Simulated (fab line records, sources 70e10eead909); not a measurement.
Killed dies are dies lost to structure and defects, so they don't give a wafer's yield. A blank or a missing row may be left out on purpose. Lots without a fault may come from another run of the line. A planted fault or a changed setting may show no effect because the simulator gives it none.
Chamber matching | flow nand_harc | NHARC_P_M1_CMP_23 on cmp-04: 3 sister chambers
The step polishes, t overpolish 20 s, target thk 157.82 nm. 3 wafers are shown with their chamber, then 8 later ones without.

WAFERS WITH THEIR CHAMBER
wafer  | chamber | motor_current_A (A)
L363.6 | 1       | 12.6
L367.5 | 3       | 12.8
L367.6 | 0       | 11.7

WAFERS WITHOUT THEIR CHAMBER
wafer  | motor_current_A (A)
L368.2 | 12.4
L368.3 | 11.8
L368.5 | 12.0
L369.1 | 12.5
L369.2 | 12.5
L380.2 | 12.4
L380.3 | 11.4
L380.5 | 13.1

WHICH CHAMBER EACH WENT THROUGH
wafer  | from the rows above     | in truth
L368.2 | can't be placed: 1 or 3 | 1
L368.3 | 0                       | 0
L368.5 | can't be placed: 0 or 1 | 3
L369.1 | can't be placed: 1 or 3 | 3
L369.2 | can't be placed: 1 or 3 | 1
L380.2 | can't be placed: 1 or 3 | 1
L380.3 | 0                       | 0
L380.5 | can't be placed: 3 or 1 | 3
Placed correctly: 2 of 8. Can't be placed from these rows: 6 (the true chamber is among the candidates in 5). Placed wrongly: 0.
How it was worked out, from the rows above alone: a wafer's distance from a chamber is the root of the sum, over the readings, of the square of ((its reading less the chamber's mean) divided by the reading's scatter). The wafer belongs to the nearest chamber; if the next one is less than 2 further off, it can't be placed. A chamber's mean is the mean of its shown wafers. The scatter: with one shown wafer a chamber, the root of the mean of the squares of how far each hidden wafer lies from its nearest shown one.
